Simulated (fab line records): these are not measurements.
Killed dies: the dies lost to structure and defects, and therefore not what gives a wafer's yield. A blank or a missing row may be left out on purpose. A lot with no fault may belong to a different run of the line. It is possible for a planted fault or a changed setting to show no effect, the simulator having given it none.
fab line records	flow n5-finfet
record: lots: 14	wafers: 42	last-day: 19
route steps=1938 shown MOL_CONTACT_COAG@615 BEOL_M0_SAQP@638 BEOL_M4@1111
lots untouched by any fault: they come from a run of this same line in which no faults occurred
start-h: hours from the record's opening day to when the first of the lot's shown wafers began	wait-h: hours since the lot's step before	" identical to the entry in the row above	L1.1+2: one row covering several wafers at once	- value missing, or start not given	* or withheld: withheld	< > ~ a bound
route shown NAME@n: a module of which the file shows steps, and the number in the route of the first	usual: the fault-free wafers' mean and standard deviation	same: alike in all rows	chamber/n: place in a boat	sites: each site's reading	_std_site: their standard deviation	_edge_site: outer sites' mean less inner sites'	radius-mm: how far each site lies from the wafer's centre	mask NAME#n: copy n	behind: the most recent tool/chamber to have shaped the wafer	hold: why the lot went on hold/how many hours it stayed there/how the hold came to an end	device: the n, p or np transistor that did not switch	end of line: at the end of the route, the tests of the same wafers	for a step that has no rows: nothing shown but its recipe	killed: dies that structure and defects cost at the first sort, which is not the same as the wafer's yield	map: per-die view of a wafer (x killed, . not killed, _ where there is no die)
set.NAME: the setting as run; set.NAME@STEP: as run at that earlier step	model.NAME: the simulator's own value behind a step, which no gauge read
route steps across a sampled set of lots; one table per step, one row per wafer
services: from which hour (start-h, from the record's first day; less than 0 if before it) a tool's chamber was out of use, for how many hours, and why
== steps ==
step: N5_MOL_CONTACT_COAG_VIA_ETCH_117
recipe: chemistry: C4F6/O2	target-depth-a: 400	overetch-a: 80	mask-material: SOC	target: SiO2	bias-w: 455	pressure-mtorr: 10	time-s: 26	source-w: 325	Ar_flow_sccm: 300	C4F6_flow_sccm: 10	O2_flow_sccm: 10	ion-energy-ev: 575.3	ends: end-point
usual: O2_flow_sccm: 10.00/0.031	drypump-motor-current-A: 5.8/0.45	oes_f_703_au: 0.75/0.053	oes-product-au: 0.68/0.049	rf-vpp-V: 1581/16	showerhead-plenum-p-Torr: 2.83/0.098	throttle-valve-pct: 41.2/0.34
lot.wafer	tool	chamber	start-h	wait-h	O2_flow_sccm	drypump-motor-current-A	oes_f_703_au	oes-product-au	rf-hours-counter-h	rf-vpp-V	showerhead-plenum-p-Torr	throttle-valve-pct
L429.2	rie-diel-04	0	104.84	0.0	10.04	5.8	0.79	0.71	91	1582	2.75	40.5
L429.3	"	2	"	"	10.05	6.0	0.71	0.64	207	1570	2.92	41.2
L429.5	"	2	"	"	10.02	6.0	0.71	0.64	-	1568	2.92	41.2
L430.1	rie-diel-04	3	114.28	0.0	9.98	6.7	0.89	0.79	45	1590	3.02	41.1
L430.4	"	3	"	"	10.01	6.7	0.88	0.80	-	1590	3.02	41.1
L430.5	"	0	"	"	10.02	5.8	0.79	0.71	-	1581	2.75	40.5
L432.2	rie-diel-04	3	122.19	0.0	10.03	6.7	0.87	0.79	47	1592	3.02	41.1
L432.5	"	3	"	"	9.96	6.7	0.88	0.79	-	1590	3.02	41.1
L432.6	"	0	"	"	9.98	5.8	0.78	0.71	-	1581	2.75	40.6
L433.1	rie-diel-05	3	129.21	0.0	9.99	5.6	0.74	0.67	168	1593	2.73	41.7
L433.3	"	0	"	"	9.99	4.9	0.72	0.64	201	1611	2.93	41.5
L433.5	"	3	"	"	10.01	5.6	0.74	0.67	-	1595	2.73	41.7
L434.4	rie-diel-01	2	136.42	0.0	9.97	6.0	0.74	0.66	207	1556	2.81	41.3
L434.5	"	3	"	"	9.98	5.1	0.71	0.64	-	1584	2.92	40.9
L434.6	"	2	"	"	9.97	6.1	0.74	0.66	-	1554	2.81	41.3
L436.2	rie-diel-01	0	146.70	0.0	9.95	5.5	0.79	0.71	80	1592	2.76	41.6
L436.3	"	3	"	"	9.99	5.1	0.71	0.63	223	1582	2.92	40.9
L436.5	"	1	"	"	10.05	5.8	0.74	0.67	-	1576	2.72	40.9
L437.2	rie-diel-05	0	153.16	0.0	9.93	5.0	0.71	0.64	209	1608	2.92	41.5
L437.3	"	1	"	"	9.98	5.0	0.86	0.78	49	1584	2.89	41.2
L437.5	"	3	"	"	9.98	5.6	0.73	0.66	-	1594	2.72	41.7
L438.3	rie-diel-04	0	169.58	0.0	10.00	5.8	0.76	0.69	118	1581	2.74	40.6
L438.4	"	2	"	"	9.97	6.0	0.70	0.62	-	1569	2.90	41.2
L438.5	"	1	"	"	10.02	5.7	0.81	0.71	-	1553	2.76	40.9
L444.1	rie-diel-01	1	193.66	0.0	9.99	5.9	0.72	0.65	193	1575	2.71	40.9
L444.2	"	3	"	"	9.98	5.2	0.69	0.62	240	1583	2.91	40.9
L444.3	"	2	"	"	10.07	6.0	0.72	0.64	230	1553	2.80	41.3
L445.3	rie-diel-01	2	202.38	0.0	9.99	6.0	0.72	0.65	233	1555	2.80	41.4
L445.4	"	3	"	"	9.94	5.1	0.70	0.62	243	1583	2.91	40.9
L445.5	"	0	"	"	9.99	5.5	0.77	0.70	-	1592	2.75	41.6
L448.3	rie-diel-04	2	222.22	0.0	10.02	6.0	0.68	0.62	249	1568	2.90	41.2
L448.4	"	1	"	"	10.00	5.7	0.79	0.70	136	1553	2.75	40.9
L448.6	"	1	"	"	10.03	5.7	0.79	0.70	-	1553	2.75	40.9
L449.2	rie-diel-05	1	226.15	0.0	10.04	5.0	0.83	0.74	73	1583	2.88	41.3
L449.3	"	0	"	"	9.99	4.9	0.70	0.62	232	1609	2.91	41.5
L449.5	"	2	"	"	10.04	6.1	0.73	0.65	-	1598	2.92	41.4
L450.2	rie-diel-05	1	232.75	0.0	9.94	5.1	0.83	0.75	75	1584	2.88	41.3
L450.3	"	3	"	"	10.02	5.6	0.72	0.65	203	1592	2.71	41.7
L450.5	"	2	"	"	9.94	6.1	0.72	0.65	-	1598	2.92	41.4
L451.3	rie-diel-01	1	236.45	0.0	10.00	5.8	0.71	0.64	211	1574	2.70	40.9
L451.5	"	2	"	"	9.98	6.1	0.72	0.64	-	1555	2.80	41.4
L451.6	"	0	"	"	10.00	5.5	0.76	0.68	-	1592	2.74	41.6
step: N5_MOL_CONTACT_COAG_STRIP_49
recipe: chemistry: N2/H2	time-s: 30	power-w: 1000	temp-c: 250	pressure-mtorr: withheld	n2-flow-sccm: 1750	h2-flow-sccm: 3250
usual: drypump-motor-current-A: 5.9/0.49	heater-power-w: 306/19	n2-flow-sccm: 1751/5
lot.wafer	tool	chamber	start-h	wait-h	drypump-motor-current-A	heater-power-w	n2-flow-sccm	rf-hours-counter-h
L429.2	plasma-asher-02	1	105.04	-	5.0	322	1752	47
L429.3	"	0	"	"	6.1	317	1745	-
L429.5	"	0	"	"	6.1	316	1754	-
L430.1	plasma-asher-02	0	114.56	-	6.1	320	1754	48
L430.4	"	0	"	"	6.1	324	1754	-
L430.5	"	1	"	"	5.0	320	1754	-
L432.2	plasma-asher-02	0	122.40	-	6.1	313	1751	50
L432.5	"	1	"	"	5.0	332	1756	-
L432.6	"	0	"	"	6.1	322	1756	-
L433.1	plasma-asher-02	0	129.42	-	6.1	317	1762	52
L433.3	"	0	"	"	6.1	321	1754	-
L433.5	"	0	"	"	6.1	321	1751	-
L434.4	plasma-asher-02	0	136.64	-	6.1	329	1757	-
L434.5	"	0	"	"	6.1	318	1754	-
L434.6	"	1	"	"	5.0	327	1746	-
L436.2	plasma-asher-01	1	146.90	-	6.4	305	1754	96
L436.3	"	1	"	"	6.4	305	1748	-
L436.5	"	0	"	"	5.9	279	1746	-
L437.2	plasma-asher-01	1	153.36	-	6.4	306	1756	97
L437.3	"	1	"	"	6.4	299	1746	-
L437.5	"	1	"	"	6.4	305	1750	-
L438.3	plasma-asher-02	1	169.80	-	5.0	332	1753	-
L438.4	"	0	"	"	6.1	316	1749	-
L438.5	"	0	"	"	6.1	324	1751	-
L444.1	plasma-asher-01	0	193.87	-	5.9	281	1748	106
L444.2	"	1	"	"	6.4	304	1747	106
L444.3	"	1	"	"	6.4	294	1748	-
L445.3	plasma-asher-02	0	202.60	-	6.1	315	1748	-
L445.4	"	1	"	"	5.0	330	1759	-
L445.5	"	0	"	"	6.1	315	1750	-
L448.3	plasma-asher-01	0	222.44	-	6.0	282	1751	-
L448.4	"	1	"	"	6.4	298	1752	-
L448.6	"	0	"	"	6.0	274	1749	-
L449.2	plasma-asher-02	0	226.35	-	6.1	322	1755	71
L449.3	"	1	"	"	5.0	332	1747	-
L449.5	"	0	"	"	6.1	324	1755	-
L450.2	plasma-asher-01	1	232.95	-	6.4	303	1749	113
L450.3	"	0	"	"	5.9	280	1754	-
L450.5	"	0	"	"	5.9	276	1739	-
L451.3	plasma-asher-01	1	236.67	-	6.4	307	1754	-
L451.5	"	0	"	"	5.9	284	1749	-
L451.6	"	1	"	"	6.4	305	1750	-
step: N5_MOL_CONTACT_COAG_CVD_140
recipe: material: W	target-thk-a: 665	mode: selective-fill	temp-c: 300	time-s: 215
usual: heater-power-w: 498/31
lot.wafer	tool	chamber	start-h	wait-h	heater-power-w
L429.2	cvd-w-02	1	105.32	0.1	497
L429.3	"	0	"	"	466
L429.5	"	0	"	"	460
L430.1	cvd-w-01	0	114.84	0.1	537
L430.4	"	0	"	"	554
L430.5	"	0	"	"	550
L432.2	cvd-w-02	0	122.67	0.1	463
L432.5	"	0	"	"	461
L432.6	"	1	"	"	486
L433.1	cvd-w-01	0	129.69	0.1	532
L433.3	"	0	"	"	542
L433.5	"	1	"	"	535
L434.4	cvd-w-01	1	136.98	0.1	532
L434.5	"	1	"	"	531
L434.6	"	0	"	"	527
L436.2	cvd-w-01	1	147.18	0.1	550
L436.3	"	0	"	"	538
L436.5	"	1	"	"	529
L437.2	cvd-w-02	1	153.64	0.1	497
L437.3	"	1	"	"	493
L437.5	"	1	"	"	491
L438.3	cvd-w-02	0	170.14	0.1	471
L438.4	"	1	"	"	497
L438.5	"	0	"	"	470
L444.1	cvd-w-01	0	194.15	0.1	544
L444.2	"	1	"	"	548
L444.3	"	1	"	"	546
L445.3	cvd-w-02	1	203.15	0.1	489
L445.4	"	0	"	"	468
L445.5	"	0	"	"	470
L448.3	cvd-w-02	0	222.79	0.1	468
L448.4	"	1	"	"	484
L448.6	"	1	"	"	489
L449.2	cvd-w-02	1	226.63	0.1	490
L449.3	"	0	"	"	481
L449.5	"	0	"	"	467
L450.2	cvd-w-02	0	233.23	0.1	477
L450.3	"	0	"	"	470
L450.5	"	1	"	"	498
L451.3	cvd-w-02	0	237.01	0.1	470
L451.5	"	0	"	"	465
L451.6	"	1	"	"	496
step: N5_BEOL_M0_SAQP_PECVD_04
recipe: material: a-Si	target-thk-a: 600	temp-c: 350	precursor: SiH4/He	pressure-torr: 3	rf-w: 100	time-s: 60.2
usual: chamber-pressure-Torr: 3.000/0.0065	heater-power-outer-w: 405/54	heater-power-w: 665/80	showerhead-plenum-p-Torr: 5.68/0.042	throttle-valve-pct: 18.6/0.97
lot.wafer	tool	chamber	start-h	wait-h	chamber-pressure-Torr	heater-power-outer-w	heater-power-w	showerhead-plenum-p-Torr	throttle-valve-pct
L429.2	pecvd-02	1	112.20	0.0	3.001	482	764	5.73	19.1
L429.3	"	2	"	"	2.998	440	721	5.68	19.0
L429.5	"	0	"	"	3.005	333	537	5.70	18.6
L430.1	pecvd-02	1	126.10	0.0	3.013	450	728	5.73	19.3
L430.4	"	0	"	"	2.998	357	585	5.70	18.8
L430.5	"	0	"	"	2.996	368	565	5.69	18.9
L432.2	pecvd-02	0	129.38	0.0	3.007	366	578	5.68	18.8
L432.5	"	1	"	"	3.003	447	695	5.73	19.2
L432.6	"	2	"	"	3.006	429	708	5.69	18.8
L433.1	pecvd-04	1	134.40	0.0	3.002	382	650	5.59	19.2
L433.3	"	2	"	"	3.004	391	652	5.62	15.8
L433.5	"	0	"	"	2.996	366	603	5.68	18.3
L434.4	pecvd-02	2	142.03	0.1	3.009	494	775	5.69	18.7
L434.5	"	1	"	"	2.996	459	729	5.73	19.3
L434.6	"	2	"	"	3.009	479	779	5.69	19.2
L436.2	pecvd-02	2	152.41	0.0	3.004	426	684	5.67	19.0
L436.3	"	0	"	"	3.004	371	595	5.68	18.6
L436.5	"	1	"	"	2.994	493	802	5.73	19.3
L437.2	pecvd-04	0	159.75	0.0	2.994	345	576	5.67	18.0
L437.3	"	2	"	"	3.003	411	655	5.62	15.9
L437.5	"	2	"	"	3.008	389	685	5.63	15.9
L438.3	pecvd-03	2	177.06	0.0	2.998	413	706	5.68	18.5
L438.4	"	0	"	"	2.990	384	621	5.70	18.1
L438.5	"	2	"	"	3.004	419	719	5.67	18.4
L444.1	pecvd-03	1	201.71	0.0	-	-	-	-	-
L444.2	"	2	"	"	-	-	-	-	-
L444.3	"	0	"	"	-	-	-	-	-
L445.3	pecvd-02	1	208.57	0.1	-	-	-	-	-
L445.4	"	0	"	"	-	-	-	-	-
L445.5	"	0	"	"	-	-	-	-	-
L448.3	pecvd-02	1	227.12	0.1	3.010	452	720	5.75	19.3
L448.4	"	0	"	"	2.998	368	572	5.67	19.1
L448.6	"	1	"	"	3.004	462	737	5.74	19.1
L449.2	pecvd-04	0	232.88	0.0	2.987	334	579	5.67	18.3
L449.3	"	2	"	"	3.003	404	665	5.63	16.0
L449.5	"	2	"	"	2.996	407	652	5.62	16.1
L450.2	pecvd-03	1	238.57	0.0	2.997	420	663	5.69	19.3
L450.3	"	0	"	"	2.995	317	541	5.69	18.4
L450.5	"	0	"	"	2.996	321	529	5.70	18.1
L451.3	pecvd-02	1	242.93	0.0	2.999	501	793	5.74	19.5
L451.5	"	1	"	"	2.986	490	791	5.72	19.4
L451.6	"	0	"	"	3.010	340	534	5.68	19.0
step: N5_BEOL_M0_SAQP_THK_MEAS_05
usual: thk-nm: 59.4/0.69
lot.wafer	tool	chamber	start-h	wait-h	thk-nm
L429.2	film-metro-01	-	112.30	0.1	58.4
L429.3	"	-	"	"	58.8
L429.5	"	-	"	"	59.6
L430.1	film-metro-02	-	126.23	0.1	59.0
L430.4	"	-	"	"	60.7
L430.5	"	-	"	"	60.2
L432.2	film-metro-02	-	129.47	0.1	58.9
L432.5	"	-	"	"	60.2
L432.6	"	-	"	"	60.0
L433.1	film-metro-01	-	134.50	0.1	59.6
L433.3	"	-	"	"	59.3
L433.5	"	-	"	"	61.1
L434.4	film-metro-01	-	142.13	0.1	60.1
L434.5	"	-	"	"	60.5
L434.6	"	-	"	"	60.3
L436.2	film-metro-01	-	152.51	0.1	59.9
L436.3	"	-	"	"	59.1
L436.5	"	-	"	"	59.9
L437.2	film-metro-02	-	159.85	0.1	59.2
L437.3	"	-	"	"	59.1
L437.5	"	-	"	"	59.8
L438.3	film-metro-01	-	177.16	0.1	59.3
L438.4	"	-	"	"	60.5
L438.5	"	-	"	"	61.0
L444.1	film-metro-01	-	201.80	0.1	22.7
L444.2	"	-	"	"	22.9
L444.3	"	-	"	"	22.6
L445.3	film-metro-01	-	208.66	0.1	23.2
L445.4	"	-	"	"	23.1
L445.5	"	-	"	"	22.9
L448.3	film-metro-01	-	227.22	0.1	59.5
L448.4	"	-	"	"	59.8
L448.6	"	-	"	"	60.2
L449.2	film-metro-01	-	232.97	0.1	58.9
L449.3	"	-	"	"	58.2
L449.5	"	-	"	"	60.2
L450.2	film-metro-02	-	238.67	0.1	59.8
L450.3	"	-	"	"	59.1
L450.5	"	-	"	"	59.5
L451.3	film-metro-01	-	243.03	0.1	59.5
L451.5	"	-	"	"	60.5
L451.6	"	-	"	"	60.1
step: N5_BEOL_M0_SAQP_MANDREL_ETCH_20
recipe: target-depth-a: 600	chemistry: HBr/Cl2	target: a-Si	stop-on: SiNx	bt-time-s: 10	mask-material: SOC	over-etch-frac: 0.5	time-s: 30	pressure-mtorr: 10	icp-w: 800	bias-w: 75	HBr_flow_sccm: 150	Cl2_flow_sccm: 80	ends: end-point
usual: drypump-motor-current-A: 5.7/0.5	he-backside-leak-sccm: 2.9/0.44	oes-product-au: 0.767/0.011	throttle-valve-pct: 35.40/0.26
lot.wafer	tool	chamber	start-h	wait-h	drypump-motor-current-A	he-backside-leak-sccm	oes-product-au	rf-hours-counter-h	throttle-valve-pct
L429.2	rie-si-03	1	113.13	0.0	5.7	2.9	0.770	193	34.96
L429.3	"	0	"	"	5.3	2.6	0.773	103	35.64
L429.5	"	0	"	"	5.3	2.6	0.780	-	35.64
L430.1	rie-si-04	2	127.21	0.0	5.4	2.4	0.783	32	35.05
L430.4	"	3	"	"	5.2	2.7	0.772	35	35.39
L430.5	"	1	"	"	6.1	2.4	0.774	-	35.68
L432.2	rie-si-03	2	130.34	0.0	6.2	3.4	0.757	168	35.16
L432.5	"	2	"	"	6.2	3.7	0.767	-	35.13
L432.6	"	3	"	"	4.9	2.8	0.766	-	34.93
L433.1	rie-si-02	3	135.34	0.0	6.2	2.3	0.766	109	35.67
L433.3	"	2	"	"	6.0	2.5	0.762	165	35.45
L433.5	"	2	"	"	6.0	2.6	0.766	-	35.43
L434.4	rie-si-03	0	142.87	0.0	5.3	2.7	0.791	103	35.63
L434.5	"	1	"	"	5.7	2.9	0.790	-	34.93
L434.6	"	2	"	"	6.2	3.4	0.762	-	35.14
L436.2	rie-si-02	1	153.23	0.0	6.5	3.5	0.775	135	35.51
L436.3	"	2	"	"	6.0	2.6	0.746	165	35.46
L436.5	"	1	"	"	6.5	3.4	0.775	-	35.50
L437.2	rie-si-02	2	160.94	0.0	6.0	2.8	0.749	165	35.47
L437.3	"	1	"	"	6.5	3.4	0.766	135	35.51
L437.5	"	3	"	"	6.2	2.4	0.770	-	35.67
L438.3	rie-si-03	0	178.00	0.0	5.3	2.5	0.775	104	35.63
L438.4	"	2	"	"	6.2	3.8	0.774	168	35.13
L438.5	"	3	"	"	4.9	2.8	0.778	-	34.93
L444.1	rie-si-02	3	202.82	0.0	6.2	2.5	0.325	111	36.56
L444.2	"	1	"	"	6.5	3.4	0.326	136	36.38
L444.3	"	0	"	"	5.2	3.0	0.320	35	36.43
L445.3	rie-si-02	2	209.76	0.0	6.0	2.6	0.323	166	36.35
L445.4	"	1	"	"	6.5	3.2	0.322	136	36.39
L445.5	"	3	"	"	6.2	2.4	0.327	-	36.56
L448.3	rie-si-02	0	227.94	0.0	5.2	2.9	0.761	36	35.56
L448.4	"	3	"	"	6.2	2.5	0.764	111	35.69
L448.6	"	1	"	"	6.5	3.2	0.774	-	35.50
L449.2	rie-si-04	3	234.08	0.0	5.2	2.8	0.762	37	35.43
L449.3	"	2	"	"	5.4	2.2	0.776	34	35.06
L449.5	"	3	"	"	5.2	2.8	0.773	-	35.41
L450.2	rie-si-04	1	239.51	0.0	6.1	2.4	0.778	4	35.71
L450.3	"	3	"	"	5.2	2.9	0.755	37	35.42
L450.5	"	3	"	"	5.2	5.2	0.761	-	35.43
L451.3	rie-si-02	0	243.77	0.0	5.2	2.9	0.749	36	35.56
L451.5	"	3	"	"	6.2	2.5	0.777	-	35.68
L451.6	"	0	"	"	5.2	3.1	0.767	-	35.52
step: N5_BEOL_M0_SAQP_CD_MEAS_25
recipe: target-cd-nm: 13.1	landing-energy-ev: 1000	detector: se-inlens
usual: cd-nm: 12.77/0.21
lot.wafer	tool	chamber	start-h	wait-h	cd-nm
L429.2	cd-sem-03	0	114.59	0.1	12.84
L429.3	"	0	"	"	12.73
L429.5	"	0	"	"	12.54
L430.1	cd-sem-01	0	128.52	0.1	12.54
L430.4	"	0	"	"	13.04
L430.5	"	0	"	"	13.07
L432.2	cd-sem-01	0	132.52	0.1	12.73
L432.5	"	0	"	"	12.96
L432.6	"	0	"	"	12.64
L433.1	cd-sem-03	0	136.98	0.1	12.91
L433.3	"	0	"	"	12.91
L433.5	"	0	"	"	12.76
L434.4	cd-sem-03	0	144.22	0.1	12.67
L434.5	"	0	"	"	12.96
L434.6	"	0	"	"	12.61
L436.2	cd-sem-01	0	155.66	0.1	12.88
L436.3	"	0	"	"	12.80
L436.5	"	0	"	"	12.92
L437.2	cd-sem-02	0	162.22	0.1	12.77
L437.3	"	0	"	"	12.98
L437.5	"	0	"	"	12.78
L438.3	cd-sem-02	0	179.30	0.1	13.03
L438.4	"	0	"	"	12.77
L438.5	"	0	"	"	12.43
L444.1	cd-sem-02	0	204.69	0.1	-
L444.2	"	0	"	"	-
L444.3	"	0	"	"	-
L445.3	cd-sem-01	0	211.05	0.1	-
L445.4	"	0	"	"	-
L445.5	"	0	"	"	-
L448.3	cd-sem-03	0	229.23	0.1	12.90
L448.4	"	0	"	"	12.71
L448.6	"	0	"	"	12.76
L449.2	cd-sem-01	0	235.37	0.1	12.42
L449.3	"	0	"	"	12.84
L449.5	"	0	"	"	12.89
L450.2	cd-sem-01	0	240.80	0.1	12.80
L450.3	"	0	"	"	12.57
L450.5	"	0	"	"	12.65
L451.3	cd-sem-03	0	245.45	0.1	12.67
L451.5	"	0	"	"	12.43
L451.6	"	0	"	"	13.08
step: N5_BEOL_M4_RC_MEAS_101
usual: DIBL_N: 36.0/1.4	DIBL_P: 36.1/1.4	IOFF_N: 0.153/0.02	IOFF_P: 0.211/0.026	ION_N: 673/8.7	ION_P: 463/6.7	SS_N: 71.5/0.5	SS_P: 73.3/0.54	VT_N: 250.1/2.4	VT_P: -250.2/2.9
lot.wafer	tool	chamber	start-h	wait-h	DIBL_N[mV/V]	DIBL_P[mV/V]	IOFF_N[nA/um]	IOFF_P[nA/um]	ION_N[uA/um]	ION_P[uA/um]	SS_N[mV/dec]	SS_P[mV/dec]	VT_N[mV]	VT_P[mV]
L429.2	prober-01	0	180.76	0.2	36.9	35.7	0.169	0.195	674	459	72.0	73.6	250.0	-252.6
L429.3	"	0	"	"	34.7	33.8	0.130	0.173	668	460	71.6	72.5	255.9	-253.0
L429.5	"	0	"	"	35.8	34.9	0.143	0.187	673	456	71.6	73.9	253.5	-253.9
L432.2	prober-02	0	202.42	0.2	34.5	35.0	0.131	0.171	666	456	71.5	72.7	252.6	-254.4
L432.5	"	0	"	"	35.4	36.9	0.152	0.188	674	463	70.7	74.0	249.2	-253.0
L432.6	"	0	"	"	37.4	38.7	0.186	0.217	685	463	71.4	73.5	247.3	-250.4
L430.1	prober-01	0	204.75	0.0	35.9	37.2	0.165	0.230	680	463	71.5	74.1	247.7	-247.0
L430.4	"	0	"	"	34.6	35.3	0.135	0.205	672	465	71.2	73.6	252.1	-247.1
L430.5	"	0	"	"	34.8	35.5	0.134	0.207	662	465	71.1	73.3	254.0	-249.6
L433.1	prober-02	0	213.20	0.0	39.5	39.0	0.195	0.247	684	470	71.6	74.6	245.6	-248.0
L433.3	"	0	"	"	38.2	37.3	0.171	0.214	676	467	71.2	73.8	248.8	-250.4
L433.5	"	0	"	"	39.3	38.9	0.192	0.249	687	472	71.3	74.3	249.0	-251.1
L434.4	prober-01	0	217.07	0.5	36.3	36.8	0.154	0.216	672	462	71.3	73.6	253.1	-250.0
L434.5	"	0	"	"	34.7	34.4	0.122	0.195	658	461	70.6	72.6	253.3	-252.4
L434.6	"	0	"	"	35.5	34.8	0.134	0.189	662	455	71.8	72.5	253.9	-252.3
L436.2	prober-01	0	239.37	0.2	37.4	38.2	0.177	0.241	680	465	72.0	73.2	249.7	-247.3
L436.3	"	0	"	"	36.4	36.8	0.162	0.219	678	466	71.5	72.6	248.2	-247.1
L436.5	"	0	"	"	38.7	39.7	0.215	0.275	690	469	72.2	73.7	247.5	-246.1
L437.2	prober-01	0	246.75	0.2	34.6	35.7	0.140	0.202	667	464	71.3	73.1	250.4	-249.8
L437.3	"	0	"	"	34.2	35.0	0.127	0.192	671	464	70.6	73.6	252.5	-248.7
L437.5	"	0	"	"	35.7	36.7	0.151	0.220	683	470	72.0	73.2	249.6	-248.1
L438.3	prober-02	0	263.94	0.9	39.0	39.5	0.212	0.261	686	467	72.0	74.4	245.7	-248.4
L438.4	"	0	"	"	36.5	36.3	0.155	0.206	664	463	71.4	73.7	248.2	-250.4
L438.5	"	0	"	"	34.7	33.6	0.127	0.164	661	454	70.8	72.8	253.4	-255.1
L448.3	prober-01	0	299.77	0.3	36.4	37.7	0.149	0.211	674	466	71.7	73.7	251.9	-251.6
L448.4	"	0	"	"	35.9	36.6	0.147	0.201	670	463	72.0	72.8	250.3	-251.4
L448.6	"	0	"	"	36.6	37.7	0.155	0.210	676	465	71.9	73.6	248.7	-251.9
L450.2	prober-01	0	307.19	0.2	35.5	34.3	0.139	0.185	659	456	71.2	72.3	250.1	-250.4
L450.3	"	0	"	"	35.1	34.3	0.139	0.189	669	459	71.4	72.9	253.1	-250.0
L450.5	"	0	"	"	36.6	35.9	0.153	0.216	662	462	71.1	72.4	252.1	-251.4
L451.3	prober-01	0	327.55	0.3	34.3	36.0	0.141	0.198	673	466	71.7	73.2	251.4	-252.4
L451.5	"	0	"	"	33.8	35.2	0.135	0.188	665	460	71.2	73.0	251.8	-251.7
L451.6	"	0	"	"	34.8	36.4	0.147	0.205	668	463	71.6	73.7	250.1	-252.6
L449.2	prober-02	0	347.19	0.2	34.5	36.3	0.150	0.208	664	459	70.8	73.9	246.7	-250.5
L449.3	"	0	"	"	33.6	33.6	0.121	0.162	659	449	70.5	73.1	250.9	-253.8
L449.5	"	0	"	"	34.5	35.7	0.142	0.187	665	454	70.2	72.9	249.3	-254.0
== services ==
tool	chamber	start-h	hours	kind
cvd-w-02	-	84.31	0.8	repair
pecvd-02	1	86.62	18.3	repair
rie-diel-01	2	95.07	1.2	repair
rie-si-02	3	98.89	5.2	repair
rie-diel-04	1	104.65	18.0	repair
pecvd-02	2	114.65	7.0	repair
pecvd-02	2	121.66	5.5	scheduled-down
cvd-w-02	-	125.47	6.9	pm
pecvd-02	0	134.16	15.0	repair
pecvd-04	-	158.12	1.4	repair
pecvd-02	0	178.65	2.1	scheduled-down
cvd-w-02	-	185.06	0.7	repair
pecvd-03	-	187.92	0.5	repair
rie-diel-05	2	191.66	1.2	repair
cvd-w-02	-	199.79	1.1	repair
rie-si-02	-	199.80	2.8	pm
rie-si-04	-	204.69	14.6	pm
pecvd-02	2	205.98	-	clean
pecvd-02	2	205.98	-	consumable-replace:showerhead
pecvd-02	2	205.98	29.0	scheduled-down
rie-si-02	2	216.35	1.3	repair
pecvd-03	-	232.47	0.8	repair
rie-si-02	-	234.58	1.5	repair
plasma-asher-02	-	237.53	2.7	repair
== key ==
first-sign: step: N5_BEOL_M0_SAQP_PECVD_04	reading: tool-record	direction: missing
effect: step: N5_BEOL_M0_SAQP_THK_MEAS_05	reading: thk-nm	direction: down	sigmas: 53	usual: *	struck: *
effect: step: N5_BEOL_M0_SAQP_MANDREL_ETCH_20	reading: oes-product-au	direction: down	sigmas: 42	usual: 0.767	struck: 0.324
effect: step: N5_BEOL_M0_SAQP_CD_MEAS_25	reading: cd-nm	direction: missing
met-at N5_BEOL_M0_SAQP_PECVD_04
struck-lots L444,L445
later-rows-left-out L444.1,L444.2,L444.3,L445.3,L445.4,L445.5
sort-left-out L444.1,L444.2,L444.3,L445.3,L445.4,L445.5
not-acting-at N5_MOL_CONTACT_COAG_VIA_ETCH_117,N5_MOL_CONTACT_COAG_STRIP_49,N5_MOL_CONTACT_COAG_CVD_140
onset-between 177.06 201.71
fault: kind: skipped-step-whole	tool: pecvd-02,pecvd-03	chamber: -	onset-h: 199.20	steps: N5_BEOL_M0_SAQP_PECVD_04	scope: struck-lots-only
sort-left-out: the simulated sort isn't trusted on such a fault, so these wafers' sort isn't shown, and their yield isn't known
later-rows-left-out: the simulator's readings of these wafers behind a module that went badly wrong aren't trusted and aren't shown, but for the sort
